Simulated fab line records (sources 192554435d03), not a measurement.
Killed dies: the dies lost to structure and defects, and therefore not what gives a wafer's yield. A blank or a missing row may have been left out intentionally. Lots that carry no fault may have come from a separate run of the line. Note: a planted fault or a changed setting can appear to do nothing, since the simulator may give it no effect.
Matching of chambers + flow n5-finfet + N5_BEOL_M2_DEP_57 on pecvd-04 has 3 sister chambers
The step deposits SiCN from 3MS/NH3, target thk 8 nm, time 14 s. 6 wafers are shown with their chamber, then 12 later ones without.

WAFERS WITH THEIR CHAMBER
| wafer  | chamber | showerhead-plenum-p-Torr (Torr) | throttle-valve-pct (%) |
|--------|---------|---------------------------------|------------------------|
| L085.3 | 2       | 3.671                           | 8.3                    |
| L085.5 | 2       | 3.662                           | 8.7                    |
| L087.4 | 0       | 3.643                           | 8.4                    |
| L088.2 | 0       | 3.637                           | 8.2                    |
| L088.3 | 1       | 3.667                           | 8.8                    |
| L088.5 | 1       | 3.676                           | 8.6                    |

WAFERS MISSING THEIR CHAMBER
| wafer  | showerhead-plenum-p-Torr (Torr) | throttle-valve-pct (%) |
|--------|---------------------------------|------------------------|
| L091.2 | 3.640                           | 8.5                    |
| L091.4 | 3.683                           | 8.5                    |
| L091.6 | 3.665                           | 8.3                    |
| L090.1 | 3.690                           | 8.3                    |
| L090.5 | 3.671                           | 8.5                    |
| L090.6 | 3.640                           | 8.4                    |
| L092.2 | 3.679                           | 9.0                    |
| L092.5 | 3.675                           | 8.5                    |
| L092.6 | 3.667                           | 8.4                    |
| L093.3 | 3.642                           | 8.6                    |
| L093.4 | 3.679                           | 8.7                    |
| L093.5 | 3.671                           | 8.7                    |

WHICH CHAMBER EACH ONE RAN IN
| wafer  | from the rows above     | in truth |
|--------|-------------------------|----------|
| L091.2 | 0                       | 0        |
| L091.4 | can't be placed: 1 or 2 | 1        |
| L091.6 | can't be placed: 2 or 1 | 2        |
| L090.1 | can't be placed: 1 or 2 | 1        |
| L090.5 | can't be placed: 2 or 1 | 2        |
| L090.6 | 0                       | 0        |
| L092.2 | can't be placed: 1 or 2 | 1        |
| L092.5 | can't be placed: 1 or 2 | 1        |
| L092.6 | can't be placed: 2 or 1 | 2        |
| L093.3 | 0                       | 0        |
| L093.4 | can't be placed: 1 or 2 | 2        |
| L093.5 | can't be placed: 1 or 2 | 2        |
Placed correctly: 3 of 12. Cannot be placed on the basis of these rows: 9; the candidates contain the true chamber in 9. Number placed wrongly: 0.
How it was worked out, from the rows above alone: a wafer's distance from a chamber is the root of the sum, over the readings, of the square of ((its reading less the chamber's mean) divided by the reading's scatter). If the next closest chamber is less than 2 further off than the closest, the wafer can't be placed; otherwise it belongs to the closest. The mean given for a chamber averages the wafers shown for that chamber. The scatter is the square root of a quotient: the sum, over the shown wafers, of each reading's squared deviation from its chamber's mean, divided by wafers minus chambers.
